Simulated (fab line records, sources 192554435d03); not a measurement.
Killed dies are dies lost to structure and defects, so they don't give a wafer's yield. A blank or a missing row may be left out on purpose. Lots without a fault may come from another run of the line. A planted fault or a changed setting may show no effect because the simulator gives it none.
Chamber matching | flow n5_finfet | N5_BEOL_M11_DEP_56 on pecvd-04: 3 sister chambers
The step deposits SiCN from 3MS/NH3, target thk 30 nm, time 10.5 s. 3 wafers are shown with their chamber, then 10 later ones without.

WAFERS WITH THEIR CHAMBER
wafer  | chamber | showerhead_plenum_p_Torr (Torr)
L089.2 | 2       | 4.148
L090.1 | 1       | 4.171
L090.2 | 0       | 4.145

WAFERS WITHOUT THEIR CHAMBER
wafer  | showerhead_plenum_p_Torr (Torr)
L090.3 | 4.145
L090.4 | 4.178
L090.5 | 4.156
L090.6 | 4.148
L094.1 | 4.149
L094.5 | 4.145
L094.6 | 4.165
L095.2 | 4.165
L095.3 | 4.136
L095.4 | 4.147

WHICH CHAMBER EACH WENT THROUGH
wafer  | from the rows above          | in truth
L090.3 | can't be placed: 0 or 2      | 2
L090.4 | 1                            | 1
L090.5 | can't be placed: 2 or 0 or 1 | 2
L090.6 | can't be placed: 2 or 0      | 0
L094.1 | can't be placed: 2 or 0      | 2
L094.5 | can't be placed: 0 or 2      | 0
L094.6 | 1                            | 1
L095.2 | 1                            | 1
L095.3 | can't be placed: 0 or 2      | 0
L095.4 | can't be placed: 2 or 0      | 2
Placed correctly: 3 of 10. Can't be placed from these rows: 7 (the true chamber is among the candidates in 7). Placed wrongly: 0.
How it was worked out, from the rows above alone: a wafer's distance from a chamber is the root of the sum, over the readings, of the square of ((its reading less the chamber's mean) divided by the reading's scatter). The wafer belongs to the nearest chamber; if the next one is less than 2 further off, it can't be placed. A chamber's mean is the mean of its shown wafers. The scatter: with one shown wafer a chamber, the root of the mean of the squares of how far each hidden wafer lies from its nearest shown one.
